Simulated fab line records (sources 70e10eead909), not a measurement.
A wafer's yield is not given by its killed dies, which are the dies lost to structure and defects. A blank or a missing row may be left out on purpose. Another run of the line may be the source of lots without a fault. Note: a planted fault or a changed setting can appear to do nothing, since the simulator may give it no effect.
What tool caused it? :: flow nand_harc :: 39 wafers from 13 lots sampled at 5 of the route's 1302 steps

== WHAT EACH GAUGE READ, for each wafer ==
NHARC_HYBRID_BOND_OVL_MEAS_05.
lot: L625
measured: day 24 10:22
on: overlay-02
overlay_x_nm (nm): -38 0 -67
overlay_y_nm (nm): 33 -19 -11

lot: L626
measured: day 24 01:43
on: overlay-01
overlay_x_nm (nm): -11 6 25
overlay_y_nm (nm): 16 1 50

lot: L627
measured: day 24 10:23
on: overlay-01
overlay_x_nm (nm): -34 17 32
overlay_y_nm (nm): 33 -11 -91

lot: L628
measured: day 24 10:21
on: overlay-01
overlay_x_nm (nm): -9 -8 10
overlay_y_nm (nm): -24 41 21

lot: L629
measured: day 25 12:44
on: overlay-01
overlay_x_nm (nm): -40 -3 -16
overlay_y_nm (nm): 5 -60 -14

lot: L630
measured: day 26 08:05
on: overlay-02
overlay_x_nm (nm): 76 -5 -46
overlay_y_nm (nm): -42 5 20

lot: L631
measured: day 26 18:58
on: overlay-01
overlay_x_nm (nm): 1 41 -91
overlay_y_nm (nm): -31 19 -3

lot: L638
measured: day 28 12:43
on: overlay-02
overlay_x_nm (nm): -5 -65
overlay_y_nm (nm): 9 4

lot: L639
measured: day 29 16:07
on: overlay-01
overlay_x_nm (nm): 12 40
overlay_y_nm (nm): -39 24

lot: L641
measured: day 31 04:32
on: overlay-02
overlay_x_nm (nm): -1 45 0
overlay_y_nm (nm): 0 37 35

lot: L642
measured: day 31 04:32
on: overlay-01
overlay_x_nm (nm): -10 14 60
overlay_y_nm (nm): 63 -55 35

lot: L644
measured: day 32 09:00
on: overlay-02
overlay_x_nm (nm): 19 -7 31
overlay_y_nm (nm): 13 -22 50

lot: L648
measured: day 33 05:08
on: overlay-02
overlay_x_nm (nm): -38 35 16
overlay_y_nm (nm): -12 -55 36

NHARC_HYBRID_BOND_INSPECT_06: inspects for defects (ir void).
lot: L625
measured: day 24 10:25
on: defect_inspect-02
raw_defect_count: 20 42 44

lot: L626
measured: day 24 01:46
on: defect_inspect-01
raw_defect_count: 144 142 164

lot: L627
measured: day 24 10:26
on: defect_inspect-01
raw_defect_count: 64 61 75

lot: L628
measured: day 24 10:24
on: defect_inspect-01
raw_defect_count: 79 67 70

lot: L629
measured: day 25 12:48
on: defect_inspect-02
raw_defect_count: 118 123 129

lot: L630
measured: day 26 08:08
on: defect_inspect-02
raw_defect_count: 125 115 123

lot: L631
measured: day 26 19:01
on: defect_inspect-02
raw_defect_count: 39 31 35

lot: L638
measured: day 28 12:46
on: defect_inspect-02
raw_defect_count: 29 25

lot: L639
measured: day 29 16:10
on: defect_inspect-02
raw_defect_count: 88 77

lot: L641
measured: day 31 04:35
on: defect_inspect-01
raw_defect_count: 133 159 150

lot: L642
measured: day 31 04:35
on: defect_inspect-02
raw_defect_count: 43 40 40

lot: L644
measured: day 32 09:03
on: defect_inspect-01
raw_defect_count: 45 41 45

lot: L648
measured: day 33 05:11
on: defect_inspect-01
raw_defect_count: 66 76 77

NHARC_END_SORT_01.
lot: L631
measured: day 27 12:36
on: prober-01
defect_limited_yield (%): 94.5 96.5 94.2
killed_at_array: 37 21 38
killed_at_other: 0 0 1
killed_at_periphery: 0 3 0
killed_dies: 37 24 39
killed_open: 6 3 5
killed_short: 2 1 5
sort_bin_2_pct (%): 1.9 1.3 1.9
sort_bin_3_pct (%): 0.1 0.1 0
sort_bin_4_pct (%): 3.4 2.1 3.8
sort_n_pass: 640 653 638
sort_rim_yield_pct (%): 93 94 92
sort_yield_pct (%): 94.5 96.5 94.2

lot: L638
measured: day 29 07:43
on: prober-02
defect_limited_yield (%): 95.4 0 96.3
killed_at_array: 27 23 22
killed_at_other: 0 1 0
killed_at_periphery: 4 653 3
killed_dies: 31 677 25
killed_open: 5 4 5
killed_short: 0 4 4
sort_bin_2_pct (%): 1.3 97.0 1.2
sort_bin_3_pct (%): 0 0.1 0.3
sort_bin_4_pct (%): 3.2 2.8 2.2
sort_n_pass: 646 0 652
sort_rim_yield_pct (%): 91 0 95
sort_yield_pct (%): 95.4 0 96.3

lot: L639
measured: day 30 09:39
on: prober-02
defect_limited_yield (%): 90.8 92.8 0
killed_at_array: 61 42 52
killed_at_other: 0 0 1
killed_at_periphery: 1 7 624
killed_dies: 62 49 677
killed_open: 3 6 2
killed_short: 2 3 2
sort_bin_2_pct (%): 3.4 2.8 94.8
sort_bin_3_pct (%): 0.4 0.9 0.6
sort_bin_4_pct (%): 5.3 3.5 4.6
sort_n_pass: 615 628 0
sort_rim_yield_pct (%): 84 89 0
sort_yield_pct (%): 90.8 92.8 0

== WHICH TOOL RAN EACH LOT (tool, then ch and the chambers of the sampled wafers, then the start) ==
lot: L625
NHARC_P_M0_DEP_00: pecvd-02 ch 1,2, day 6 10:11
NHARC_THIN_TSV_DEP_43: pecvd-02 ch 0,2, day 24 12:22

lot: L626
NHARC_P_M0_DEP_00: pecvd-02 ch 0,1,2, day 6 12:28
NHARC_THIN_TSV_DEP_43: pecvd-02 ch 0,2, day 24 04:50

lot: L627
NHARC_P_M0_DEP_00: pecvd-04 ch 1,2, day 6 20:17
NHARC_THIN_TSV_DEP_43: pecvd-04 ch 0,1, day 24 14:45

lot: L628
NHARC_P_M0_DEP_00: pecvd-04 ch 0,1,2, day 7 04:53
NHARC_THIN_TSV_DEP_43: pecvd-02 ch 1,2, day 24 13:30

lot: L629
NHARC_P_M0_DEP_00: pecvd-02 ch 1,2, day 7 14:46
NHARC_THIN_TSV_DEP_43: pecvd-01 ch 0,1, day 25 14:59

lot: L630
NHARC_P_M0_DEP_00: pecvd-02 ch 0,1, day 8 10:17
NHARC_THIN_TSV_DEP_43: pecvd-01 ch 0,2, day 26 10:01

lot: L631
NHARC_P_M0_DEP_00: pecvd-04 ch 0,1,2, day 8 14:31
NHARC_THIN_TSV_DEP_43: pecvd-02 ch 0,1,2, day 26 20:53

lot: L638
NHARC_P_M0_DEP_00: pecvd-01 ch 0,1, day 11 08:03
NHARC_THIN_TSV_DEP_43: pecvd-02 ch 0,2, day 28 14:37

lot: L639
NHARC_P_M0_DEP_00: pecvd-01 ch 0,2, day 12 01:29
NHARC_THIN_TSV_DEP_43: pecvd-04 ch 1,2, day 29 18:02

lot: L641
NHARC_P_M0_DEP_00: pecvd-04 ch 1,2, day 12 21:20
NHARC_THIN_TSV_DEP_43: pecvd-02 ch 0,2, day 31 07:46

lot: L642
NHARC_P_M0_DEP_00: pecvd-02 ch 1,2, day 13 01:23
NHARC_THIN_TSV_DEP_43: pecvd-01 ch 0,2, day 31 06:29

lot: L644
NHARC_P_M0_DEP_00: pecvd-04 ch 0,1,2, day 13 22:55
NHARC_THIN_TSV_DEP_43: pecvd-01 ch 0,1, day 32 10:59

lot: L648
NHARC_P_M0_DEP_00: pecvd-04 ch 0,1,2, day 15 16:33
NHARC_THIN_TSV_DEP_43: pecvd-01 ch 0,2, day 33 08:17
- NHARC_P_M0_DEP_00: deposits SiOC, target thk 150 nm.
- NHARC_THIN_TSV_DEP_43: deposits SiO2, target thk 1328.5 nm.

== WHAT THE TOOLS THEMSELVES READ (means of the sampled wafers that have a number; where no wafer has one, the mark that the record gives instead) ==
NHARC_THIN_TSV_DEP_43.
lot: L625
tool: pecvd-02
throttle_valve_pct (%): 16.2

lot: L626
tool: pecvd-02
throttle_valve_pct (%): 15.9

lot: L627
tool: pecvd-04
throttle_valve_pct (%): 15.7

lot: L628
tool: pecvd-02
throttle_valve_pct (%): 16.3

lot: L629
tool: pecvd-01
throttle_valve_pct (%): 15.9

lot: L630
tool: pecvd-01
throttle_valve_pct (%): 15.8

lot: L631
tool: pecvd-02
throttle_valve_pct (%): 16.2

lot: L638
tool: pecvd-02
throttle_valve_pct (%): 16.2

lot: L639
tool: pecvd-04
throttle_valve_pct (%): 15.6

lot: L641
tool: pecvd-02
throttle_valve_pct (%): 16.3

lot: L642
tool: pecvd-01
throttle_valve_pct (%): 15.8

lot: L644
tool: pecvd-01
throttle_valve_pct (%): 15.4

lot: L648
tool: pecvd-01
throttle_valve_pct (%): 15.8

== THE ANSWER, worked out from the rows above alone ==
Rule: the lots themselves supply what counts as usual. Put in order of their means at a reading, lots are off if they are a third of the lots or fewer, leave a main group of 4 or more, and stand apart from it by a gap of 3 or more times the standard deviation of the main group's means; of several such gaps the widest counts. Not used: any main group whose means are identical at the precision the tables above print for the reading. Also off: a lot with no number at a reading for which 4 or more lots have one. The other lots that the step has rows for count as sound. First the gauges in route order, then the tools' own readings, where a lot's mean is used as printed above. At the first step where some lot is off, the reading lying furthest off is the one used; lots without a number count as furthest.
Across all readings shown, no lot is off: no conclusion can be drawn from this.

== WHAT HAD BEEN PUT IN BY THE SIMULATOR ==
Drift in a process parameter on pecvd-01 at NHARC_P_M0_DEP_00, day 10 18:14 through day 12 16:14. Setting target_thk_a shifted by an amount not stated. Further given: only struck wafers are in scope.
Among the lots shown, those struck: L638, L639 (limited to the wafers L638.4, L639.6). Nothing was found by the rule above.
